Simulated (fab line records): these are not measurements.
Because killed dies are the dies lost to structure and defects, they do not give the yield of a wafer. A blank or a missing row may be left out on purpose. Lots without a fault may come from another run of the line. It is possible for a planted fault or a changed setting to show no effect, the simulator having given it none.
8D (eight disciplines) problem report, filled in by code :: flow n5 finfet :: the parts of the form that need people (team, actions taken, sign-off) are left out

## 1. THE ISSUE
barrier field endpoint s at N5_BEOL_M12_CMP_49 reads a mean of 12.2 s on 6 wafers of 2 lots; wafers without a fault read 30.2 s with a standard deviation of 0.73. Measured from the usual mean, that is -25 standard deviations.
The step: polishes, stops on SiOC, t overpolish 20.6 s, target thk 320 nm.
Earliest sighting: wafer L172.4 on cmp-04 at day 13 03:32. At this step, 27 wafers from 9 lots have a number in the record. Rule for "out" (also "out of limits"): further than 4 standard deviations from the usual mean. The rest of the wafers with a number are treated as sound.

## 2. WHAT IT IS, AND WHAT IT ISN'T
question: which readings at this step
is: barrier field endpoint s
is not: motor current A

question: which lots
is: L171, L172
is not: L170, L179, L182, L184, L185, L186, L187

question: which wafers of those lots
is: all that have a number
is not: -

question: read on which tools
is: cmp-01, cmp-04
is not: cmp-02

question: when
is: from day 13 03:32
is not: up to then (3 sound wafers); but 18 sound wafers of L179, L182, L184, L185, L186, L187 came after

## 3. WHAT RULES OUT EACH SUSPECT
Counting: a tool stays on the suspect list if, at a process step up to the reading, it processed all lots that are out and no sound lot following the first of them.
- pvd sputter-03 at N5_BEOL_M12_SPUTTER_43 (material TaN, target thk 15 nm, time 24.19 s): ruled out as a lasting fault. Sound lots L179, L184, L182, L185, L186 ran on it after its first lot that is out, L172 (day 13 02:45).
Left after counting: nothing in the record.

## 4. THE CAUSE (what the simulator had put in)
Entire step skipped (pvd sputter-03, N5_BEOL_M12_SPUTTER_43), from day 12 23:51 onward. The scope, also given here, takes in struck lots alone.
The count ruled it out by mistake, since the rule takes a fault to strike every lot its tool runs from the start of the fault on, and this one did not do so.

## 5. SEQUENCE OF EFFECTS, ordered by route
One row per reading whose mean, taken over the struck wafers that have a number, lies over 3 standard deviations from the usual. Only readings whose record carries a usual standard deviation are examined. hours: median over the lots of the time between each lot's start at the first step of this table that gives one and its start at this step. sigmas: the change, counted in usual standard deviations.
hours: 0
step: N5_BEOL_M12_CMP_49
reading: barrier field endpoint s
usual: 30.2 s
on struck wafers: 12.2
change: -18.0
sigmas: -25

hours: 43
step: N5_PASSIVATION_PROBE_49
reading: defect limited yield
usual: 91.0 %
on struck wafers: 84.4
change: -6.6
sigmas: -4.7

hours: 43
step: N5_PASSIVATION_PROBE_49
reading: killed_at_M4_up
usual: 15
on struck wafers: 99
change: +84
sigmas: +17

hours: 43
step: N5_PASSIVATION_PROBE_49
reading: killed dies
usual: 106
on struck wafers: 184
change: +78
sigmas: +4.9

hours: 43
step: N5_PASSIVATION_PROBE_49
reading: killed on rim
usual: 14
on struck wafers: 46
change: +32
sigmas: +7.8

hours: 43
step: N5_PASSIVATION_PROBE_49
reading: sort_bin_5_function
usual: 5.2 %
on struck wafers: 12.1
change: +6.9
sigmas: +7.7

hours: 43
step: N5_PASSIVATION_PROBE_49
reading: sort n pass
usual: 1073
on struck wafers: 996
change: -77
sigmas: -4.5

hours: 43
step: N5_PASSIVATION_PROBE_49
reading: sort yield pct
usual: 91.0 %
on struck wafers: 84.4
change: -6.6
sigmas: -4.4
Here are the process steps it includes:
- N5_BEOL_M12_CMP_49: polishes, stops on SiOC, t overpolish 20.6 s, target thk 320 nm.
- N5_PASSIVATION_PROBE_49
Readings that are blank on the struck wafers while sound wafers have them: bias v at N5_BEOL_M12_SPUTTER_43; cathode dc power W at N5_BEOL_M12_SPUTTER_43; throttle valve pct at N5_BEOL_M12_SPUTTER_43.

## 6. WHAT WOULD HAVE CAUGHT IT SOONER
In this record no reading fell out of limits until day 13 03:32, 4 hours after the fault had begun at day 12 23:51.
At N5_BEOL_M12_SPUTTER_43 the tool's readings are blank on the struck wafers, where sound wafers have them: an empty tool record is the first sign, and it was there at once.
